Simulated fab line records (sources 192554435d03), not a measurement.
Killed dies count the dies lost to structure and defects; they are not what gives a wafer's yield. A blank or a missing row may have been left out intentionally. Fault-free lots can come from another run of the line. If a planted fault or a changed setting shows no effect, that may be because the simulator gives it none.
Struck lot and sound lot, side by side ; flow n5 finfet ; 28 steps out of a route of 1938
Sound: wafers L504.3, L504.4, L504.5. Wafers L495.1, L495.3, L495.5 were the ones struck. The cause is given at the end.
Per side, at each step with rows, come the tool, then ch with its chambers, and then its first start. Under that, the readings that differ: sound wafers ; struck wafers ; difference of the means ; sigmas: that difference in standard deviations of wafers without a fault.
alike: words and numbers the same on both sides, and readings whose means are apart by under 2 such deviations; not compared: readings that were withheld, readings missing a value for some wafer, numbers with overlapping values and no deviation given by the record, and bounds like >300 which may hide the same value.
The two part at a step that has a row with sigmas, a row that says differs or no value, or rows on one side only. Numbers that don't overlap but have no deviation are shown without sigmas and don't part them. A reading that every wafer of one side lacks parts them only if that side has two wafers or more.

first, 12 steps without rows for these wafers: N5_MOL_CONTACT_COAG_ETCH_89 (etches underlayer in N2/H2, target depth 13 nm, time 10.4 s); N5_MOL_CONTACT_COAG_ETCH_90 (etches SiARC in CF4, target depth 13 nm, time 21.7 s); N5_MOL_CONTACT_COAG_ALD_131 (deposits SiO2, target thk 5 nm, pulse time 1 s, co reactant pulse time 1 s); N5_MOL_CONTACT_COAG_ETCHBACK_132 (etches SiO2 in CHF3, target depth 10 nm, time 6.7 s); N5_MOL_CONTACT_COAG_ETCH_91 (etches SOC in N2/H2, target depth 60 nm, overetch 21 nm, time 101.2 s); N5_MOL_CONTACT_COAG_STRIP_92 (strips in N2/H2); N5_MOL_CONTACT_COAG_STRIP_93 (strips in N2/H2); N5_MOL_CONTACT_COAG_ETCHBACK_135 (etches SiO2 in CHF3, target depth 25 nm, time 16.7 s); N5_MOL_CONTACT_COAG_STRIP_118 (strips in CHF3); N5_MOL_CONTACT_COAG_VIA_ETCH_46 (etches SiO2 in C4F6/O2, target depth 46 nm, overetch 9.2 nm, time 40 s); N5_MOL_CONTACT_COAG_STRIP_96 (strips in N2/H2); N5_MOL_CONTACT_COAG_ETCH_47 (etches SiNx in CH3F/O2, stops on W, target depth 27 nm).
N5_MOL_CONTACT_COAG_STRIP_119: strips in N2/H2, time 30 s.
  sound on plasma asher-02 ch 0,1, day 10 19:52; struck on plasma asher-02 ch 0,1, day 8 08:27
  alike: drypump motor current A, heater power w, temp c
  not compared: rf hours counter h
then, 11 steps without rows for these wafers: N5_MOL_CONTACT_COAG_PRECLEAN_144 (cleans in alkaline clean, time 60 s); N5_MOL_CONTACT_COAG_SRD_145 (time 30 s); N5_MOL_CONTACT_COAG_COAT_62 (time 60 s, resist thk 60 nm); N5_MOL_CONTACT_COAG_COAT_63 (time 60 s, resist thk 10 nm); N5_MOL_CONTACT_COAG_COAT_64 (time 60 s, resist thk 10 nm); N5_MOL_CONTACT_COAG_COAT_34 (resist thk 40 nm); N5_MOL_CONTACT_COAG_EBR_36; N5_MOL_CONTACT_COAG_SOFTBAKE_35 (time 60 s); N5_MOL_CONTACT_COAG_EXPOSE_37 (exposes mask VD, defocus 0 nm); N5_MOL_CONTACT_COAG_PEB_38 (peb time 60 s); N5_MOL_CONTACT_COAG_DEVELOP_39 (develop time 30 s).
N5_MOL_CONTACT_COAG_INSPECT_42: inspects for defects (brightfield).
  sound on defect inspect-01, day 10 20:26; struck on defect inspect-01, day 8 09:08
reading;sound;struck;difference;sigmas
raw defect count;169 184 262;924 887 978;+725;+13
then, 1 step without rows for these wafers: N5_MOL_CONTACT_COAG_DESCUM_45 (chemistry O2, time 7 s).
-- record jumps: 9 days separate the struck wafers' starts on either side; left off in module MOL_CONTACT_COAG, taken up again in module BEOL_M4, whose first shown step is the route's number 1111 --
N5_BEOL_M4_RC_MEAS_101:
  sound on prober-02 ch 0, day 20 05:44; struck on prober-02 ch 0, day 17 15:15
  alike: DIBL_N, DIBL_P, IOFF_N, IOFF_P, ION_N, ION_P, SS_N, SS_P, VT_N, VT_P
-- here the record skips 5 days between the struck wafers' starts before and after, leaving off in module BEOL_M4 and picking up in module PASSIVATION (first step shown: number 1936 of the route) --
N5_PASSIVATION_PROBE_49:
  sound on prober-01, day 25 00:46; struck on prober-01, day 22 19:18
reading;sound;struck;difference;sigmas
defect limited yield (%);94.7 91.9 91.5;80.2 82.5 85.8;-9.9;-7
killed at contacts;2 18 14;139 137 105;+116;+19
killed dies;62 95 100;234 206 167;+117;+6
sort_bin_5_function (%);3.1 5.0 5.2;12.4 10.9 9.0;+6.3;+6
sort n pass;1117 1085 1080;946 974 1013;-116;-6
sort yield pct (%);94.7 91.9 91.5;80.2 82.5 85.8;-9.9;-7
  alike: killed_at_M0_to_M3, killed_at_M4_up, killed at front end, killed at other, killed open, killed short, sort_bin_6_memory, sort_bin_8_speed

== WHERE THEY PART ==
Earliest at N5_MOL_CONTACT_COAG_INSPECT_42; latest, in this record, at N5_PASSIVATION_PROBE_49.

WHY: what had been put in by the simulator
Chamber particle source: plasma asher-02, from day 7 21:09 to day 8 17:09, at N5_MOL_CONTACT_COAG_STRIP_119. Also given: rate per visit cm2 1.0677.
